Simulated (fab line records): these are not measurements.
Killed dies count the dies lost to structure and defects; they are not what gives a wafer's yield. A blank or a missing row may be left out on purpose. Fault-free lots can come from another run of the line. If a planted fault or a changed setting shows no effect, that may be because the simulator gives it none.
Which of the tools did it? || flow n5-finfet || 25 wafers from 9 lots sampled at 7 of the route's 1938 steps

## WHAT THE GAUGES READ, wafer by wafer
N5_BEOL_M5_OCD_MEAS_38. Usual: 71.5 nm for trench-depth-nm, sd 2.
{"lot": "L888", "measured": "day 8 18:05", "on": "ocd-02", "trench-depth-nm (nm)": "75.7 69.6 71.6", "flag": ""}
{"lot": "L887", "measured": "day 9 05:36", "on": "ocd-01", "trench-depth-nm (nm)": "71.0 72.5 71.7", "flag": ""}
{"lot": "L892", "measured": "day 9 20:13", "on": "ocd-02", "trench-depth-nm (nm)": "69.7 70.3 68.5", "flag": ""}
{"lot": "L894", "measured": "day 10 08:58", "on": "ocd-02", "trench-depth-nm (nm)": "72.1 70.0 71.5", "flag": ""}
{"lot": "L893", "measured": "day 10 15:05", "on": "ocd-02", "trench-depth-nm (nm)": "70.1 69.9 72.1", "flag": ""}
{"lot": "L896", "measured": "day 10 19:12", "on": "ocd-02", "trench-depth-nm (nm)": "73.8 72.9 72.6", "flag": ""}
{"lot": "L905", "measured": "day 13 09:34", "on": "ocd-02", "trench-depth-nm (nm)": "69.1 70.9", "flag": ""}
{"lot": "L907", "measured": "day 13 13:24", "on": "ocd-02", "trench-depth-nm (nm)": "72.5 95.8", "flag": "OFF"}
{"lot": "L909", "measured": "day 14 07:44", "on": "ocd-02", "trench-depth-nm (nm)": "68.5 96.4 69.9", "flag": "OFF"}

N5_BEOL_M5_THK_MEAS_53: measures by xrf. Usual: M5_THK typically reads 63.0 nm, with standard deviation 2.6.
{"lot": "L888", "measured": "day 9 01:02", "on": "film-metro-02", "M5_THK (nm)": "67.6 60.3 63.5", "flag": ""}
{"lot": "L887", "measured": "day 9 12:10", "on": "film-metro-01", "M5_THK (nm)": "61.0 65.2 60.9", "flag": ""}
{"lot": "L892", "measured": "day 10 04:36", "on": "film-metro-01", "M5_THK (nm)": "63.5 61.4 61.8", "flag": ""}
{"lot": "L894", "measured": "day 10 15:49", "on": "film-metro-02", "M5_THK (nm)": "64.8 62.6 64.5", "flag": ""}
{"lot": "L893", "measured": "day 10 22:32", "on": "film-metro-01", "M5_THK (nm)": "62.7 61.8 63.4", "flag": ""}
{"lot": "L896", "measured": "day 11 01:56", "on": "film-metro-02", "M5_THK (nm)": "68.6 70.0 67.3", "flag": ""}
{"lot": "L905", "measured": "day 13 16:37", "on": "film-metro-02", "M5_THK (nm)": "57.5 61.5", "flag": ""}
{"lot": "L907", "measured": "day 13 20:30", "on": "film-metro-02", "M5_THK (nm)": "63.7 85.7", "flag": "OFF"}
{"lot": "L909", "measured": "day 14 15:43", "on": "film-metro-01", "M5_THK (nm)": "60.0 85.9 61.1", "flag": ""}

N5_BEOL_M5_RS_MEAS_57: measurement is done with a four-point probe. Usual: M5_RS typically reads 0.389 ohm/sq, with standard deviation 0.019.
{"lot": "L888", "measured": "day 9 01:25", "on": "film-metro-01", "M5_RS (ohm/sq)": "0.357 0.407 0.386", "flag": ""}
{"lot": "L887", "measured": "day 9 12:29", "on": "film-metro-01", "M5_RS (ohm/sq)": "0.406 0.373 0.405", "flag": ""}
{"lot": "L892", "measured": "day 10 04:52", "on": "film-metro-01", "M5_RS (ohm/sq)": "0.381 0.395 0.391", "flag": ""}
{"lot": "L894", "measured": "day 10 16:06", "on": "film-metro-01", "M5_RS (ohm/sq)": "0.379 0.395 0.381", "flag": ""}
{"lot": "L893", "measured": "day 10 22:49", "on": "film-metro-01", "M5_RS (ohm/sq)": "0.391 0.396 0.385", "flag": ""}
{"lot": "L896", "measured": "day 11 02:13", "on": "film-metro-01", "M5_RS (ohm/sq)": "0.349 0.343 0.359", "flag": ""}
{"lot": "L905", "measured": "day 13 16:53", "on": "film-metro-02", "M5_RS (ohm/sq)": "0.437 0.403", "flag": ""}
{"lot": "L907", "measured": "day 13 20:46", "on": "film-metro-02", "M5_RS (ohm/sq)": "0.377 0.265", "flag": "OFF"}
{"lot": "L909", "measured": "day 14 15:59", "on": "film-metro-02", "M5_RS (ohm/sq)": "0.413 0.270 0.404", "flag": ""}

## WHAT TOOL EACH LOT RAN ON (gives the tool, then ch and the chambers of the sampled wafers, and finally the start)
{"lot": "L888", "N5_BEOL_M5_ETCH_67": "rie-diel-05 ch 0,2,3, day 8 17:43", "N5_BEOL_M5_TRENCH_ETCH_37": "rie-diel-05 ch 0,2,3, day 8 17:56", "N5_BEOL_M5_ETCH_41": "rie-diel-05 ch 0,2,3, day 8 18:05 or earlier", "N5_BEOL_M5_PRE_CLEAN_45": "pvd-sputter-03, day 8 18:58"}
{"lot": "L887", "N5_BEOL_M5_ETCH_67": "rie-diel-06 ch 1,2,3, day 9 05:14", "N5_BEOL_M5_TRENCH_ETCH_37": "rie-diel-06 ch 1,2,3, day 9 05:27", "N5_BEOL_M5_ETCH_41": "rie-diel-06 ch 1,2,3, day 9 05:36 or earlier", "N5_BEOL_M5_PRE_CLEAN_45": "pvd-sputter-02, day 9 06:17"}
{"lot": "L892", "N5_BEOL_M5_ETCH_67": "rie-diel-06 ch 0,1,2, day 9 19:50", "N5_BEOL_M5_TRENCH_ETCH_37": "rie-diel-06 ch 0,1,2, day 9 20:03", "N5_BEOL_M5_ETCH_41": "rie-diel-06 ch 0,1,2, day 9 20:13 or earlier", "N5_BEOL_M5_PRE_CLEAN_45": "pvd-sputter-01, day 9 22:45"}
{"lot": "L894", "N5_BEOL_M5_ETCH_67": "rie-diel-06 ch 0,2, day 10 08:35", "N5_BEOL_M5_TRENCH_ETCH_37": "rie-diel-06 ch 0,2, day 10 08:49", "N5_BEOL_M5_ETCH_41": "rie-diel-06 ch 0,2, day 10 08:58 or earlier", "N5_BEOL_M5_PRE_CLEAN_45": "pvd-sputter-02, day 10 09:58"}
{"lot": "L893", "N5_BEOL_M5_ETCH_67": "rie-diel-06 ch 1,2,3, day 10 14:43", "N5_BEOL_M5_TRENCH_ETCH_37": "rie-diel-06 ch 1,2,3, day 10 14:55", "N5_BEOL_M5_ETCH_41": "rie-diel-06 ch 1,2,3, day 10 15:05 or earlier", "N5_BEOL_M5_PRE_CLEAN_45": "pvd-sputter-02, day 10 16:32"}
{"lot": "L896", "N5_BEOL_M5_ETCH_67": "rie-diel-02 ch 1,3, day 10 18:50", "N5_BEOL_M5_TRENCH_ETCH_37": "rie-diel-02 ch 1,3, day 10 19:03", "N5_BEOL_M5_ETCH_41": "rie-diel-02 ch 1,3, day 10 19:12 or earlier", "N5_BEOL_M5_PRE_CLEAN_45": "pvd-sputter-02, day 10 20:14"}
{"lot": "L905", "N5_BEOL_M5_ETCH_67": "rie-diel-05 ch 2,3, day 13 09:13", "N5_BEOL_M5_TRENCH_ETCH_37": "rie-diel-05 ch 2,3, day 13 09:25", "N5_BEOL_M5_ETCH_41": "rie-diel-05 ch 2,3, day 13 09:34 or earlier", "N5_BEOL_M5_PRE_CLEAN_45": "pvd-sputter-03, day 13 10:45"}
{"lot": "L907", "N5_BEOL_M5_ETCH_67": "rie-diel-06 ch 3, day 13 13:01", "N5_BEOL_M5_TRENCH_ETCH_37": "rie-diel-06 ch 3, day 13 13:14", "N5_BEOL_M5_ETCH_41": "rie-diel-06 ch 3, day 13 13:24 or earlier", "N5_BEOL_M5_PRE_CLEAN_45": "pvd-sputter-02, day 13 14:34"}
{"lot": "L909", "N5_BEOL_M5_ETCH_67": "rie-diel-06 ch 0,1,2, day 14 07:22", "N5_BEOL_M5_TRENCH_ETCH_37": "rie-diel-06 ch 0,1,2, day 14 07:35", "N5_BEOL_M5_ETCH_41": "rie-diel-06 ch 0,1,2, day 14 07:44 or earlier", "N5_BEOL_M5_PRE_CLEAN_45": "pvd-sputter-01, day 14 09:58"}
- N5_BEOL_M5_ETCH_67: etches SiARC in CF4, target depth 15.6 nm, time 26 s.
- N5_BEOL_M5_TRENCH_ETCH_37: etches SiCOH lowk in C4F6/O2, target depth 71.652 nm, time 24.7 s.
- N5_BEOL_M5_ETCH_41: etches SiCN in CH3F/O2, target depth 31.5 nm, time 56.7 s.
- N5_BEOL_M5_PRE_CLEAN_45: time 30 s.

## WHAT THE TOOLS THEMSELVES READ (means of the sampled wafers that have a number; where no wafer has one, the mark that the record gives instead)
N5_BEOL_M5_ETCH_67. Usual: cf4-flow-sccm 100.03 sccm, standard deviation 0.3; drypump-motor-current-A 5.9 A, standard deviation 0.37; etch-rf-on-time-s 25.8 s, standard deviation 1.1; oes-product-au 0.67 a.u., standard deviation 0.07; rf-fwd-power-W 532.8 W, standard deviation 2.3; rf-vpp-V 183.5 V, standard deviation 1.3; showerhead-plenum-p-Torr 2.11 Torr, standard deviation 0.086; throttle-valve-pct 15.6 %, standard deviation 0.33.
{"lot": "L888", "tool": "rie-diel-05", "cf4-flow-sccm (sccm)": 100.32, "drypump-motor-current-A (A)": 5.8, "etch-rf-on-time-s (s)": 26.2, "oes-product-au (a.u.)": 0.69, "rf-fwd-power-W (W)": 532.8, "rf-vpp-V (V)": 182.9, "showerhead-plenum-p-Torr (Torr)": 2.10, "throttle-valve-pct (%)": 15.5, "flag": ""}
{"lot": "L887", "tool": "rie-diel-06", "cf4-flow-sccm (sccm)": 100.13, "drypump-motor-current-A (A)": 6.0, "etch-rf-on-time-s (s)": 25.8, "oes-product-au (a.u.)": 0.69, "rf-fwd-power-W (W)": 533.0, "rf-vpp-V (V)": 183.7, "showerhead-plenum-p-Torr (Torr)": 2.13, "throttle-valve-pct (%)": 15.5, "flag": ""}
{"lot": "L892", "tool": "rie-diel-06", "cf4-flow-sccm (sccm)": 99.85, "drypump-motor-current-A (A)": 5.9, "etch-rf-on-time-s (s)": 26.4, "oes-product-au (a.u.)": 0.65, "rf-fwd-power-W (W)": 532.5, "rf-vpp-V (V)": 183.8, "showerhead-plenum-p-Torr (Torr)": 2.14, "throttle-valve-pct (%)": 15.6, "flag": ""}
{"lot": "L894", "tool": "rie-diel-06", "cf4-flow-sccm (sccm)": 100.35, "drypump-motor-current-A (A)": 5.8, "etch-rf-on-time-s (s)": 26.6, "oes-product-au (a.u.)": 0.66, "rf-fwd-power-W (W)": 532.4, "rf-vpp-V (V)": 184.1, "showerhead-plenum-p-Torr (Torr)": 2.21, "throttle-valve-pct (%)": 15.5, "flag": ""}
{"lot": "L893", "tool": "rie-diel-06", "cf4-flow-sccm (sccm)": 99.86, "drypump-motor-current-A (A)": 5.9, "etch-rf-on-time-s (s)": 26.0, "oes-product-au (a.u.)": 0.67, "rf-fwd-power-W (W)": 534.4, "rf-vpp-V (V)": 183.6, "showerhead-plenum-p-Torr (Torr)": 2.12, "throttle-valve-pct (%)": 15.5, "flag": ""}
{"lot": "L896", "tool": "rie-diel-02", "cf4-flow-sccm (sccm)": 99.78, "drypump-motor-current-A (A)": 6.1, "etch-rf-on-time-s (s)": 24.7, "oes-product-au (a.u.)": 0.64, "rf-fwd-power-W (W)": 534.2, "rf-vpp-V (V)": 183.1, "showerhead-plenum-p-Torr (Torr)": 2.05, "throttle-valve-pct (%)": 15.6, "flag": ""}
{"lot": "L905", "tool": "rie-diel-05", "cf4-flow-sccm (sccm)": 100.00, "drypump-motor-current-A (A)": 6.0, "etch-rf-on-time-s (s)": 27.1, "oes-product-au (a.u.)": 0.61, "rf-fwd-power-W (W)": 531.9, "rf-vpp-V (V)": 182.7, "showerhead-plenum-p-Torr (Torr)": 2.09, "throttle-valve-pct (%)": 15.8, "flag": ""}
{"lot": "L907", "tool": "rie-diel-06", "cf4-flow-sccm (sccm)": 100.06, "drypump-motor-current-A (A)": 6.5, "etch-rf-on-time-s (s)": 24.8, "oes-product-au (a.u.)": 0.76, "rf-fwd-power-W (W)": 533.3, "rf-vpp-V (V)": 184.6, "showerhead-plenum-p-Torr (Torr)": 2.08, "throttle-valve-pct (%)": 15.1, "flag": ""}
{"lot": "L909", "tool": "rie-diel-06", "cf4-flow-sccm (sccm)": 100.08, "drypump-motor-current-A (A)": 5.9, "etch-rf-on-time-s (s)": 26.2, "oes-product-au (a.u.)": 0.72, "rf-fwd-power-W (W)": 531.5, "rf-vpp-V (V)": 185.8, "showerhead-plenum-p-Torr (Torr)": 2.22, "throttle-valve-pct (%)": 15.6, "flag": ""}

N5_BEOL_M5_TRENCH_ETCH_37. Usual: O2_flow_sccm 10.00 sccm, standard deviation 0.031; drypump-motor-current-A 5.9 A, standard deviation 0.37; oes_ar_750_au 0.79 a.u., standard deviation 0.081; oes-product-au 0.78 a.u., standard deviation 0.08; rf-fwd-power-W 340.4 W, standard deviation 1.6; rf-vpp-V 657 V, standard deviation 16; showerhead-plenum-p-Torr 2.80 Torr, standard deviation 0.11; throttle-valve-pct 20.9 %, standard deviation 0.34.
{"lot": "L888", "tool": "rie-diel-05", "O2_flow_sccm (sccm)": 10.03, "drypump-motor-current-A (A)": 5.8, "oes_ar_750_au (a.u.)": 0.81, "oes-product-au (a.u.)": 0.81, "rf-fwd-power-W (W)": 338.6, "rf-vpp-V (V)": 672, "showerhead-plenum-p-Torr (Torr)": 2.80, "throttle-valve-pct (%)": 20.9, "flag": ""}
{"lot": "L887", "tool": "rie-diel-06", "O2_flow_sccm (sccm)": 9.99, "drypump-motor-current-A (A)": 6.0, "oes_ar_750_au (a.u.)": 0.80, "oes-product-au (a.u.)": 0.80, "rf-fwd-power-W (W)": 341.3, "rf-vpp-V (V)": 657, "showerhead-plenum-p-Torr (Torr)": 2.83, "throttle-valve-pct (%)": 20.8, "flag": ""}
{"lot": "L892", "tool": "rie-diel-06", "O2_flow_sccm (sccm)": 10.02, "drypump-motor-current-A (A)": 5.9, "oes_ar_750_au (a.u.)": 0.77, "oes-product-au (a.u.)": 0.76, "rf-fwd-power-W (W)": 339.8, "rf-vpp-V (V)": 658, "showerhead-plenum-p-Torr (Torr)": 2.85, "throttle-valve-pct (%)": 20.9, "flag": ""}
{"lot": "L894", "tool": "rie-diel-06", "O2_flow_sccm (sccm)": 10.03, "drypump-motor-current-A (A)": 5.8, "oes_ar_750_au (a.u.)": 0.78, "oes-product-au (a.u.)": 0.78, "rf-fwd-power-W (W)": 340.4, "rf-vpp-V (V)": 658, "showerhead-plenum-p-Torr (Torr)": 2.94, "throttle-valve-pct (%)": 20.8, "flag": ""}
{"lot": "L893", "tool": "rie-diel-06", "O2_flow_sccm (sccm)": 10.03, "drypump-motor-current-A (A)": 5.9, "oes_ar_750_au (a.u.)": 0.79, "oes-product-au (a.u.)": 0.78, "rf-fwd-power-W (W)": 341.3, "rf-vpp-V (V)": 657, "showerhead-plenum-p-Torr (Torr)": 2.82, "throttle-valve-pct (%)": 20.8, "flag": ""}
{"lot": "L896", "tool": "rie-diel-02", "O2_flow_sccm (sccm)": 9.98, "drypump-motor-current-A (A)": 6.1, "oes_ar_750_au (a.u.)": 0.75, "oes-product-au (a.u.)": 0.74, "rf-fwd-power-W (W)": 341.4, "rf-vpp-V (V)": 653, "showerhead-plenum-p-Torr (Torr)": 2.71, "throttle-valve-pct (%)": 20.8, "flag": ""}
{"lot": "L905", "tool": "rie-diel-05", "O2_flow_sccm (sccm)": 10.00, "drypump-motor-current-A (A)": 6.0, "oes_ar_750_au (a.u.)": 0.74, "oes-product-au (a.u.)": 0.73, "rf-fwd-power-W (W)": 339.6, "rf-vpp-V (V)": 676, "showerhead-plenum-p-Torr (Torr)": 2.79, "throttle-valve-pct (%)": 21.0, "flag": ""}
{"lot": "L907", "tool": "rie-diel-06", "O2_flow_sccm (sccm)": 10.00, "drypump-motor-current-A (A)": 6.5, "oes_ar_750_au (a.u.)": 0.88, "oes-product-au (a.u.)": 0.96, "rf-fwd-power-W (W)": 341.3, "rf-vpp-V (V)": 647, "showerhead-plenum-p-Torr (Torr)": 2.78, "throttle-valve-pct (%)": 20.4, "flag": ""}
{"lot": "L909", "tool": "rie-diel-06", "O2_flow_sccm (sccm)": 10.00, "drypump-motor-current-A (A)": 5.9, "oes_ar_750_au (a.u.)": 0.83, "oes-product-au (a.u.)": 0.90, "rf-fwd-power-W (W)": 340.0, "rf-vpp-V (V)": 661, "showerhead-plenum-p-Torr (Torr)": 2.94, "throttle-valve-pct (%)": 20.8, "flag": ""}

N5_BEOL_M5_ETCH_41. Usual: O2_flow_sccm 20.00 sccm, standard deviation 0.062; drypump-motor-current-A 5.9 A, standard deviation 0.37; oes-product-au 0.78 a.u., standard deviation 0.079; rf-fwd-power-W 391.7 W, standard deviation 1.4; rf-vpp-V 296.7 V, standard deviation 1.8; showerhead-plenum-p-Torr 1.97 Torr, standard deviation 0.081; throttle-valve-pct 16.3 %, standard deviation 0.33.
{"lot": "L888", "tool": "rie-diel-05", "O2_flow_sccm (sccm)": 19.96, "drypump-motor-current-A (A)": 5.8, "oes-product-au (a.u.)": 0.80, "rf-fwd-power-W (W)": 391.1, "rf-vpp-V (V)": 297.1, "showerhead-plenum-p-Torr (Torr)": 1.96, "throttle-valve-pct (%)": 16.2, "flag": ""}
{"lot": "L887", "tool": "rie-diel-06", "O2_flow_sccm (sccm)": 20.01, "drypump-motor-current-A (A)": 5.9, "oes-product-au (a.u.)": 0.79, "rf-fwd-power-W (W)": 393.0, "rf-vpp-V (V)": 297.4, "showerhead-plenum-p-Torr (Torr)": 1.98, "throttle-valve-pct (%)": 16.2, "flag": ""}
{"lot": "L892", "tool": "rie-diel-06", "O2_flow_sccm (sccm)": 19.99, "drypump-motor-current-A (A)": 5.9, "oes-product-au (a.u.)": 0.77, "rf-fwd-power-W (W)": 392.0, "rf-vpp-V (V)": 297.1, "showerhead-plenum-p-Torr (Torr)": 2.00, "throttle-valve-pct (%)": 16.4, "flag": ""}
{"lot": "L894", "tool": "rie-diel-06", "O2_flow_sccm (sccm)": 20.11, "drypump-motor-current-A (A)": 5.8, "oes-product-au (a.u.)": 0.77, "rf-fwd-power-W (W)": 390.5, "rf-vpp-V (V)": 299.1, "showerhead-plenum-p-Torr (Torr)": 2.06, "throttle-valve-pct (%)": 16.2, "flag": ""}
{"lot": "L893", "tool": "rie-diel-06", "O2_flow_sccm (sccm)": 20.01, "drypump-motor-current-A (A)": 5.9, "oes-product-au (a.u.)": 0.78, "rf-fwd-power-W (W)": 392.2, "rf-vpp-V (V)": 296.7, "showerhead-plenum-p-Torr (Torr)": 1.98, "throttle-valve-pct (%)": 16.2, "flag": ""}
{"lot": "L896", "tool": "rie-diel-02", "O2_flow_sccm (sccm)": 19.94, "drypump-motor-current-A (A)": 6.1, "oes-product-au (a.u.)": 0.74, "rf-fwd-power-W (W)": 392.6, "rf-vpp-V (V)": 295.1, "showerhead-plenum-p-Torr (Torr)": 1.90, "throttle-valve-pct (%)": 16.3, "flag": ""}
{"lot": "L905", "tool": "rie-diel-05", "O2_flow_sccm (sccm)": 19.88, "drypump-motor-current-A (A)": 6.0, "oes-product-au (a.u.)": 0.73, "rf-fwd-power-W (W)": 390.4, "rf-vpp-V (V)": 296.4, "showerhead-plenum-p-Torr (Torr)": 1.96, "throttle-valve-pct (%)": 16.5, "flag": ""}
{"lot": "L907", "tool": "rie-diel-06", "O2_flow_sccm (sccm)": 20.02, "drypump-motor-current-A (A)": 6.5, "oes-product-au (a.u.)": 0.88, "rf-fwd-power-W (W)": 392.0, "rf-vpp-V (V)": 297.8, "showerhead-plenum-p-Torr (Torr)": 1.95, "throttle-valve-pct (%)": 15.8, "flag": ""}
{"lot": "L909", "tool": "rie-diel-06", "O2_flow_sccm (sccm)": 19.99, "drypump-motor-current-A (A)": 5.9, "oes-product-au (a.u.)": 0.83, "rf-fwd-power-W (W)": 392.2, "rf-vpp-V (V)": 299.3, "showerhead-plenum-p-Torr (Torr)": 2.07, "throttle-valve-pct (%)": 16.2, "flag": ""}

N5_BEOL_M5_PRE_CLEAN_45. Usual: 326 W for heater-power-w, sd 35.
{"lot": "L888", "tool": "pvd-sputter-03", "heater-power-w (W)": 382, "flag": ""}
{"lot": "L887", "tool": "pvd-sputter-02", "heater-power-w (W)": 341, "flag": ""}
{"lot": "L892", "tool": "pvd-sputter-01", "heater-power-w (W)": 295, "flag": ""}
{"lot": "L894", "tool": "pvd-sputter-02", "heater-power-w (W)": 315, "flag": ""}
{"lot": "L893", "tool": "pvd-sputter-02", "heater-power-w (W)": 334, "flag": ""}
{"lot": "L896", "tool": "pvd-sputter-02", "heater-power-w (W)": 299, "flag": ""}
{"lot": "L905", "tool": "pvd-sputter-03", "heater-power-w (W)": 352, "flag": ""}
{"lot": "L907", "tool": "pvd-sputter-02", "heater-power-w (W)": 330, "flag": ""}
{"lot": "L909", "tool": "pvd-sputter-01", "heater-power-w (W)": 321, "flag": ""}

## THE ANSWER, worked out from the rows above alone
Rule: lot off if the mean of its wafers having a number is beyond 3 standard deviations from the usual mean. A lot without any number at a reading at which 4 lots or more have one is off too. Any other lot the step has rows for is counted as sound. First the gauges in route order, then the tools' own readings, where a lot's mean is used as printed above. At the first step where some lot is off, the reading lying furthest off is the one used; lots without a number count as furthest.
Off: L907, L909 (N5_BEOL_M5_OCD_MEAS_38, trench-depth-nm).
A tool fits if, at a process step before that reading, it ran every lot that is off, and no sound lot after the first of them. Those tools and the gauges at N5_BEOL_M5_OCD_MEAS_38 are tried in the same way. N5_BEOL_M5_ETCH_41: start missing for some lots; hours and lot order therefore follow N5_BEOL_M5_OCD_MEAS_38. 2 tools fit, rie-diel-06 at N5_BEOL_M5_ETCH_67 and N5_BEOL_M5_TRENCH_ETCH_37 and N5_BEOL_M5_ETCH_41 and ocd-02 at N5_BEOL_M5_OCD_MEAS_38, so this cannot tell which one it is.

## WHAT THE SIMULATOR HAD INSERTED
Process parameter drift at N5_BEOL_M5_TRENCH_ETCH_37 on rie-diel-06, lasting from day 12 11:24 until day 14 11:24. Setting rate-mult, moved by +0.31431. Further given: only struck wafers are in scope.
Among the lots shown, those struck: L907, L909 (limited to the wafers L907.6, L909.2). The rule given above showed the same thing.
